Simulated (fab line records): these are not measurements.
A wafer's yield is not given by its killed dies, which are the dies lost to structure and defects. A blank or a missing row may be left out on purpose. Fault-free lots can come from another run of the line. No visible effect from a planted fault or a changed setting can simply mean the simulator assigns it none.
Struck lot and sound lot, side by side    flow nand harc    15 out of 1159 route steps
Sound: the wafers L874.1, L874.4, L874.6. Struck: wafer L882.6. (L882.1, L882.5 of the same lot were not struck and are left out.) The cause comes at the end.
At each step with rows: each side's tool, then ch and its chambers, then its first start. Under that, the readings that differ: sound wafers    struck wafers    difference of the means    sigmas: that difference in standard deviations of wafers without a fault.
alike: readings whose means differ by less than 2 such deviations, and words and numbers that are the same on both sides. not compared: withheld readings, readings that some wafer has no value for, bounds like >300 that may hide the same value, and numbers for which the record gives no deviation and whose values overlap.
A row with sigmas, a row that says differs or no value, or rows on one side alone: a step with any of these is where the two part. Numbers that have no deviation but don't overlap get no sigmas and don't part them. Lack of a reading on every wafer of one side parts them only where that side has two or more wafers.

first, 1 step without rows for these wafers: NHARC_A_ONON_D1_DEP_09 (target thk 1000 nm).
NHARC_A_ONON_D1_THK_MEAS_11: measures by ellipsometry.
  sound on film metro-01 at day 7 23:09; struck on film metro-01 at day 10 04:31
  alike: thk nm
then, 1 step without rows for these wafers: NHARC_A_ONON_D1_DEP_12 (target thk 1000 nm).
NHARC_A_ONON_D1_THK_MEAS_14: measures by ellipsometry.
  sound on film metro-01 at day 7 23:43; struck on film metro-02 at day 10 05:05
  alike: thk nm
then, 2 steps without rows for these wafers: NHARC_A_ONON_D1_ANNEAL_15 (time 3600 s); NHARC_A_ONON_D1_DEP_16 (target thk 1000 nm).
NHARC_A_ONON_D1_THK_MEAS_18: measures by ellipsometry.
  sound on film metro-02 at day 8 08:45; struck on film metro-01 at day 10 12:35
  alike: thk nm
then, 1 step without rows for these wafers: NHARC_A_ONON_D1_DEP_19 (target thk 1000 nm).
NHARC_A_ONON_D1_THK_MEAS_21: measures by ellipsometry.
  sound on film metro-02 at day 8 09:19; struck on film metro-02 at day 10 13:10
  alike: thk nm
then, 1 step without rows for these wafers: NHARC_A_ONON_D1_DEP_22 (target thk 1000 nm).
NHARC_A_ONON_D1_THK_MEAS_24: measures by ellipsometry.
  sound on film metro-02 at day 8 09:53; struck on film metro-02 at day 10 13:44
  alike: thk nm
NHARC_A_ONON_D1_DEP_25: target thk 1000 nm.
  sound on pecvd onon-01 ch 0, day 8 09:56; struck on pecvd onon-01 ch 0, day 10 13:47
  alike: sih4 flow sccm
NHARC_A_ONON_D1_THK_MEAS_27: measures by ellipsometry.
  sound on film metro-02 at day 8 10:26; struck on film metro-02 at day 10 14:17
reading      sound           struck  difference  sigmas
thk nm (nm)  1008 1006 1006  1503    +496        +45
then, 1 step without rows for these wafers: NHARC_A_ONON_D1_DEP_28 (target thk 1000 nm).
-- record jumps: 11 days between struck wafers' starts before vs after; left off in module A_ONON_D1, resumes in module END, first step shown is number 1159 of the route --
NHARC_END_SORT_01:
  here the record holds rows for the struck wafers (prober-02 ch 0, day 21 23:02) but none for the sound ones

## WHERE THEY PART
At NHARC_A_ONON_D1_THK_MEAS_27 first; at NHARC_END_SORT_01 last (within this record only).

WHY: what the simulator had put in
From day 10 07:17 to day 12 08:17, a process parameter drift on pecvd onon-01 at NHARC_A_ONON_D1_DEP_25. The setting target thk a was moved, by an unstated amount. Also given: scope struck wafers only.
